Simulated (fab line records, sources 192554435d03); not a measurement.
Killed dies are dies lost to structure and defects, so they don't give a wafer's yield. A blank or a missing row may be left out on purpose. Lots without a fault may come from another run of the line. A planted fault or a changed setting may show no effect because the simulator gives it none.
Chamber matching | flow n5_finfet | N5_BEOL_M5_PRE_CLEAN_77 on cvd_co-02: 3 sister chambers
The step time 15 s. 3 wafers are shown with their chamber, then 12 later ones without.

WAFERS WITH THEIR CHAMBER
wafer  | chamber | heater_power_w (W)
L083.4 | 0       | 90
L082.5 | 1       | 130
L082.6 | 2       | 111

WAFERS WITHOUT THEIR CHAMBER
wafer  | heater_power_w (W)
L088.1 | 134
L088.2 | 88
L088.3 | 117
L088.4 | 131
L088.5 | 90
L088.6 | 116
L089.2 | 88
L089.4 | 117
L089.6 | 135
L091.1 | 87
L091.2 | 115
L091.4 | 116

WHICH CHAMBER EACH WENT THROUGH
wafer  | from the rows above     | in truth
L088.1 | 1                       | 1
L088.2 | 0                       | 0
L088.3 | can't be placed: 2 or 1 | 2
L088.4 | 1                       | 1
L088.5 | 0                       | 0
L088.6 | 2                       | 2
L089.2 | 0                       | 0
L089.4 | can't be placed: 2 or 1 | 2
L089.6 | 1                       | 1
L091.1 | 0                       | 0
L091.2 | 2                       | 2
L091.4 | 2                       | 2
Placed correctly: 10 of 12. Can't be placed from these rows: 2 (the true chamber is among the candidates in 2). Placed wrongly: 0.
How it was worked out, from the rows above alone: a wafer's distance from a chamber is the root of the sum, over the readings, of the square of ((its reading less the chamber's mean) divided by the reading's scatter). The wafer belongs to the nearest chamber; if the next one is less than 2 further off, it can't be placed. A chamber's mean is the mean of its shown wafers. The scatter: with one shown wafer a chamber, the root of the mean of the squares of how far each hidden wafer lies from its nearest shown one.
